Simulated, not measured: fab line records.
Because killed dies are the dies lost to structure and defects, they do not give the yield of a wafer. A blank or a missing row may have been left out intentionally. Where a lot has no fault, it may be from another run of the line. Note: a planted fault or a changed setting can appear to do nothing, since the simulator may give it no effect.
Matching of chambers :: flow nand harc :: NHARC_A_STAIRCASE_ETCH_313 on rie diel-04 has 4 sister chambers
The step etches the open film in CF4/CHF3. 16 wafers are shown with their chamber, then 8 later ones without.

WAFERS WITH THEIR CHAMBER
wafer: L076.1
chamber: 1
showerhead plenum p Torr (Torr): 1.70
rf vpp V (V): 374.9
oes product au (a.u.): 0.918

wafer: L076.4
chamber: 1
showerhead plenum p Torr (Torr): 1.70
rf vpp V (V): 374.7
oes product au (a.u.): 0.917

wafer: L076.6
chamber: 2
showerhead plenum p Torr (Torr): 1.70
rf vpp V (V): 375.7
oes product au (a.u.): 0.928

wafer: L077.3
chamber: 1
showerhead plenum p Torr (Torr): 1.69
rf vpp V (V): 374.7
oes product au (a.u.): 0.911

wafer: L077.5
chamber: 0
showerhead plenum p Torr (Torr): 1.54
rf vpp V (V): 370.4
oes product au (a.u.): 0.938

wafer: L077.6
chamber: 3
showerhead plenum p Torr (Torr): 1.66
rf vpp V (V): 373.1
oes product au (a.u.): 0.917

wafer: L084.2
chamber: 1
showerhead plenum p Torr (Torr): 1.69
rf vpp V (V): 375.2
oes product au (a.u.): 0.913

wafer: L084.3
chamber: 2
showerhead plenum p Torr (Torr): 1.69
rf vpp V (V): 373.0
oes product au (a.u.): 0.925

wafer: L084.6
chamber: 0
showerhead plenum p Torr (Torr): 1.54
rf vpp V (V): 369.6
oes product au (a.u.): 0.925

wafer: L085.4
chamber: 2
showerhead plenum p Torr (Torr): 1.69
rf vpp V (V): 374.9
oes product au (a.u.): 0.931

wafer: L085.5
chamber: 1
showerhead plenum p Torr (Torr): 1.69
rf vpp V (V): 374.4
oes product au (a.u.): 0.917

wafer: L085.6
chamber: 0
showerhead plenum p Torr (Torr): 1.54
rf vpp V (V): 369.7
oes product au (a.u.): 0.948

wafer: L086.2
chamber: 0
showerhead plenum p Torr (Torr): 1.54
rf vpp V (V): 368.8
oes product au (a.u.): 0.938

wafer: L086.5
chamber: 0
showerhead plenum p Torr (Torr): 1.54
rf vpp V (V): 369.5
oes product au (a.u.): 0.940

wafer: L086.6
chamber: 1
showerhead plenum p Torr (Torr): 1.69
rf vpp V (V): 374.3
oes product au (a.u.): 0.921

wafer: L091.1
chamber: 1
showerhead plenum p Torr (Torr): 1.68
rf vpp V (V): 373.6
oes product au (a.u.): 0.958

SIGNATURES (averages over the wafers above)
reading: showerhead plenum p Torr
chamber 0: 1.5400
chamber 1: 1.6914
chamber 2: 1.6933
chamber 3: 1.6600
scatter within a chamber: 0.00542

reading: rf vpp V
chamber 0: 369.600
chamber 1: 374.543
chamber 2: 374.533
chamber 3: 373.100
scatter within a chamber: 0.749

reading: oes product au
chamber 0: 0.93780
chamber 1: 0.92214
chamber 2: 0.92800
chamber 3: 0.91700
scatter within a chamber: 0.0124
Rule: distance of a wafer from a chamber = root of the sum over the readings of ((wafer's reading minus chamber's mean) / reading's scatter) squared. If the next closest chamber is less than 2 further off than the closest, the wafer can't be placed; otherwise it belongs to the closest. The scatter is the square root of a quotient: the sum, over the shown wafers, of each reading's squared deviation from its chamber's mean, divided by wafers minus chambers.

WAFERS MISSING THEIR CHAMBER
wafer: L091.4
showerhead plenum p Torr (Torr): 1.53
rf vpp V (V): 371.4
oes product au (a.u.): 0.965

wafer: L091.6
showerhead plenum p Torr (Torr): 1.68
rf vpp V (V): 375.5
oes product au (a.u.): 0.963

wafer: L090.2
showerhead plenum p Torr (Torr): 1.68
rf vpp V (V): 373.7
oes product au (a.u.): 0.961

wafer: L090.3
showerhead plenum p Torr (Torr): 1.65
rf vpp V (V): 372.4
oes product au (a.u.): 0.976

wafer: L090.6
showerhead plenum p Torr (Torr): 1.65
rf vpp V (V): 373.7
oes product au (a.u.): 0.978

wafer: L094.4
showerhead plenum p Torr (Torr): 1.68
rf vpp V (V): 372.6
oes product au (a.u.): 0.930

wafer: L094.5
showerhead plenum p Torr (Torr): 1.68
rf vpp V (V): 375.2
oes product au (a.u.): 0.919

wafer: L094.6
showerhead plenum p Torr (Torr): 1.68
rf vpp V (V): 373.8
oes product au (a.u.): 0.908

WHICH CHAMBER EACH WENT THROUGH
wafer: L091.4
from the rows above: 0
in truth: 0

wafer: L091.6
from the rows above: can't be placed: 2 or 1
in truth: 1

wafer: L090.2
from the rows above: can't be placed: 2 or 1 or 3
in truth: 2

wafer: L090.3
from the rows above: 3
in truth: 3

wafer: L090.6
from the rows above: 3
in truth: 3

wafer: L094.4
from the rows above: can't be placed: 1 or 2 or 3
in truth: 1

wafer: L094.5
from the rows above: can't be placed: 1 or 2
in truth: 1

wafer: L094.6
from the rows above: can't be placed: 1 or 2 or 3
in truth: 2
3 of 8 placed correctly. Can't be placed from these rows: 5 (the true chamber is among the candidates in 5). Number placed wrongly: 0.
